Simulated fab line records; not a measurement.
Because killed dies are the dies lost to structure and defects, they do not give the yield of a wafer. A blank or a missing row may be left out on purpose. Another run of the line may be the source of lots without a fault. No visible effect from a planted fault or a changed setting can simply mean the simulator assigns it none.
Split-lot study / flow n5 finfet / 21 wafers read from 7 lots, route of 1938 steps

== SPLIT DETAILS ==
At N5_SD_EPI_N_EXPOSE_06 (exposes mask SD N BLK, target cd 120 nm), the setting dose mj was moved away from the recipe's 39.75 on 5 of the 21 wafers read, by -4.7% to +2.9%. All remaining wafers had this setting at the recipe value.

== FROM THE SPLIT TO THE READING: what the file shows between them, 2 steps ==
- N5_SD_EPI_N_PEB_07: peb time 60 s
- N5_SD_EPI_N_DEVELOP_08: develop time 30 s

== THE READING ==
Shown in nm: cd nm at N5_SD_EPI_N_CD_MEAS_09, with target cd 120 nm. A value of 120.0 nm with a standard deviation of 0.61 nm is what fault-free wafers of this fab line usually give.

wafer=L074.3; tool, chamber at the split=arfi scanner-02, 0; dose mj as run=39.75; against the recipe=recipe; cd nm, nm=119.4; against lot-mates on the recipe=-
wafer=L074.5; tool, chamber at the split=arfi scanner-02, 0; dose mj as run=37.87; against the recipe=-4.7%; cd nm, nm=116.7; against lot-mates on the recipe=-3.1
wafer=L074.6; tool, chamber at the split=arfi scanner-02, 0; dose mj as run=39.75; against the recipe=recipe; cd nm, nm=120.2; against lot-mates on the recipe=-
wafer=L075.3; tool, chamber at the split=arfi scanner-01, 0; dose mj as run=39.75; against the recipe=recipe; cd nm, nm=119.6; against lot-mates on the recipe=-
wafer=L075.4; tool, chamber at the split=arfi scanner-01, 0; dose mj as run=39.75; against the recipe=recipe; cd nm, nm=120.2; against lot-mates on the recipe=-
wafer=L075.5; tool, chamber at the split=arfi scanner-01, 0; dose mj as run=39.75; against the recipe=recipe; cd nm, nm=119.9; against lot-mates on the recipe=-
wafer=L077.2; tool, chamber at the split=arfi scanner-01, 0; dose mj as run=39.75; against the recipe=recipe; cd nm, nm=119.8; against lot-mates on the recipe=-
wafer=L077.3; tool, chamber at the split=arfi scanner-01, 0; dose mj as run=38.13; against the recipe=-4.1%; cd nm, nm=117.6; against lot-mates on the recipe=-2.2
wafer=L077.5; tool, chamber at the split=arfi scanner-01, 0; dose mj as run=38.13; against the recipe=-4.1%; cd nm, nm=116.5; against lot-mates on the recipe=-3.3
wafer=L078.1; tool, chamber at the split=arfi scanner-01, 0; dose mj as run=39.75; against the recipe=recipe; cd nm, nm=120.1; against lot-mates on the recipe=-
wafer=L078.2; tool, chamber at the split=arfi scanner-01, 0; dose mj as run=39.75; against the recipe=recipe; cd nm, nm=119.6; against lot-mates on the recipe=-
wafer=L078.4; tool, chamber at the split=arfi scanner-01, 0; dose mj as run=39.75; against the recipe=recipe; cd nm, nm=120.4; against lot-mates on the recipe=-
wafer=L088.1; tool, chamber at the split=arfi scanner-03, 0; dose mj as run=39.75; against the recipe=recipe; cd nm, nm=119.2; against lot-mates on the recipe=-
wafer=L088.2; tool, chamber at the split=arfi scanner-03, 0; dose mj as run=39.75; against the recipe=recipe; cd nm, nm=119.8; against lot-mates on the recipe=-
wafer=L088.3; tool, chamber at the split=arfi scanner-03, 0; dose mj as run=40.91; against the recipe=+2.9%; cd nm, nm=121.8; against lot-mates on the recipe=+2.3
wafer=L090.2; tool, chamber at the split=arfi scanner-02, 0; dose mj as run=39.75; against the recipe=recipe; cd nm, nm=120.7; against lot-mates on the recipe=-
wafer=L090.3; tool, chamber at the split=arfi scanner-02, 0; dose mj as run=39.75; against the recipe=recipe; cd nm, nm=119.8; against lot-mates on the recipe=-
wafer=L090.4; tool, chamber at the split=arfi scanner-02, 0; dose mj as run=39.75; against the recipe=recipe; cd nm, nm=120.3; against lot-mates on the recipe=-
wafer=L094.3; tool, chamber at the split=arfi scanner-03, 0; dose mj as run=38.35; against the recipe=-3.5%; cd nm, nm=117.2; against lot-mates on the recipe=-1.8
wafer=L094.5; tool, chamber at the split=arfi scanner-03, 0; dose mj as run=39.75; against the recipe=recipe; cd nm, nm=118.8; against lot-mates on the recipe=-
wafer=L094.6; tool, chamber at the split=arfi scanner-03, 0; dose mj as run=39.75; against the recipe=recipe; cd nm, nm=119.3; against lot-mates on the recipe=-

FIT RESULTS
A straight line over all 21 wafers: cd nm changes by +0.683 nm for each +1% of dose mj; r = +0.94; the points scatter about the line by 0.48 nm.
The same after taking each lot's own level away (the mean of its wafers on the recipe; 21 wafers): +0.664 nm for each +1%; r = +0.96; scatter 0.36 nm.
The reading moves by 3.1 nm for the largest change in dose mj, on that fit.
The lots' own levels span 119.05 to 120.27 nm, that is 2.0 times the standard deviation above.
Hence the lot-to-lot level has little effect on the slope; both slopes agree.
Check: with one of the wafers moved furthest among these (-4.7%) left out of the fit, the line predicts -3.1 nm for it against its lot-mates. Against them it came out at -3.1 nm.

== FURTHER SPLITS ON THESE WAFERS ==
Note: prior to the reading, these wafers also went through further splits. Each is held against what the fit with the lots' levels taken away leaves over:
other split on the same wafers=N5_ZERO_LAYER_PECVD_02 time s; wafers away from the commonest value=10; r with cd nm (lot level and that fit taken away)=+0.08
other split on the same wafers=N5_FIN_SAQP_ETCH_65 time s; wafers away from the commonest value=7; r with cd nm (lot level and that fit taken away)=-0.11
other split on the same wafers=N5_DUMMY_GATE_COAT_28 spin rpm; wafers away from the commonest value=9; r with cd nm (lot level and that fit taken away)=-0.01

== THE WHOLE CHAIN: every reading that the file lists as answering this split, in the file's order ==
step=N5_SD_EPI_N_CD_MEAS_09; what it does=target cd 120 nm; reading=cd nm; change (the file's fit)=+0.657 nm for each +1% of the setting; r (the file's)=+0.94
step=N5_SD_EPI_N_DESCUM_14; what it does=chemistry O2, time 7.9 s; reading=SD_EPI_N.cd nm (the simulator's own value, which no gauge read); change (the file's fit)=+0.609 nm for each +1% of the setting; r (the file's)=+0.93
step=N5_SD_EPI_N_ETCH_34; what it does=etches SiARC in CF4, target depth 45.5 nm, time 75.8 s; reading=SD_EPI_N.cd nm (the simulator's own value, which no gauge read); change (the file's fit)=+0.68 nm for each +1% of the setting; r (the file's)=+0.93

== THE FILE'S OWN FIT ==
cd nm changes by +0.657 nm for each +1% of dose mj, r = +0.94.
